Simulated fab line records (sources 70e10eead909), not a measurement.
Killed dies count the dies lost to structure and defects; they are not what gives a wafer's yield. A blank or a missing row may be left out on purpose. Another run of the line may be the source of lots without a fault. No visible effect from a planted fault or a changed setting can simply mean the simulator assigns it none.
Chamber matching | flow nand-harc | NHARC_A_BLC_STRIP_29 on rie-diel-10: 4 sister chambers
The step strips in CF4. 16 wafers are shown with their chamber, then 8 later ones without.

WAFERS, EACH WITH ITS CHAMBER
wafer  | chamber | showerhead-plenum-p-Torr (Torr) | drypump-motor-current-A (A) | oes-product-au (a.u.)
L076.3 | 0       | 1.74                            | 5.1                         | 1.004
L076.4 | 2       | 1.89                            | 5.2                         | 0.986
L076.6 | 1       | 1.74                            | 5.9                         | 1.006
L074.1 | 0       | 1.74                            | 5.1                         | 1.010
L074.5 | 0       | 1.74                            | 5.1                         | 1.012
L074.6 | 1       | 1.74                            | 5.9                         | 1.003
L079.3 | 3       | 1.71                            | 6.3                         | 0.984
L079.4 | 2       | 1.89                            | 5.2                         | 0.994
L079.5 | 0       | 1.74                            | 5.1                         | 1.018
L078.1 | 0       | 1.74                            | 5.1                         | 1.009
L078.3 | 3       | 1.71                            | 6.4                         | 0.997
L078.6 | 0       | 1.74                            | 5.1                         | 1.006
L083.1 | 3       | 1.71                            | 6.4                         | 0.992
L083.2 | 2       | 1.89                            | 5.1                         | 0.998
L083.6 | 1       | 1.74                            | 5.9                         | 0.980
L088.1 | 3       | 1.70                            | 6.3                         | 0.987

SIGNATURES (means of the wafers above)
reading                  | chamber 0 | chamber 1 | chamber 2 | chamber 3 | scatter within a chamber
showerhead-plenum-p-Torr | 1.7400    | 1.7400    | 1.8900    | 1.7075    | 0.0025
drypump-motor-current-A  | 5.100     | 5.900     | 5.167     | 6.350     | 0.0373
oes-product-au           | 1.00983   | 0.99633   | 0.99267   | 0.99000   | 0.00763
Rule: for each reading, subtract the chamber's mean from the wafer's reading, divide by that reading's scatter and square the result; add these up over the readings and take the root, which gives the wafer's distance from the chamber. The wafer belongs to the nearest chamber; if the next one is less than 2 further off, it can't be placed. The scatter: take each reading less its chamber's mean, square it, sum over the shown wafers, divide by the number of wafers less the number of chambers, and take the root.

WAFERS MISSING THEIR CHAMBER
wafer  | showerhead-plenum-p-Torr (Torr) | drypump-motor-current-A (A) | oes-product-au (a.u.)
L088.3 | 1.74                            | 5.9                         | 0.993
L088.6 | 1.89                            | 5.2                         | 1.000
L092.1 | 1.74                            | 5.1                         | 1.002
L092.2 | 1.70                            | 6.3                         | 0.982
L092.5 | 1.89                            | 5.2                         | 0.996
L091.2 | 1.70                            | 6.3                         | 0.983
L091.5 | 1.89                            | 5.2                         | 1.004
L091.6 | 1.70                            | 6.4                         | 0.994

CHAMBER TAKEN BY EACH
wafer  | from the rows above | in truth
L088.3 | 1                   | 1
L088.6 | 2                   | 2
L092.1 | 0                   | 0
L092.2 | 3                   | 3
L092.5 | 2                   | 2
L091.2 | 3                   | 3
L091.5 | 2                   | 2
L091.6 | 3                   | 3
8 of 8 placed correctly. Not placeable from these rows: 0. Placed wrongly: 0.
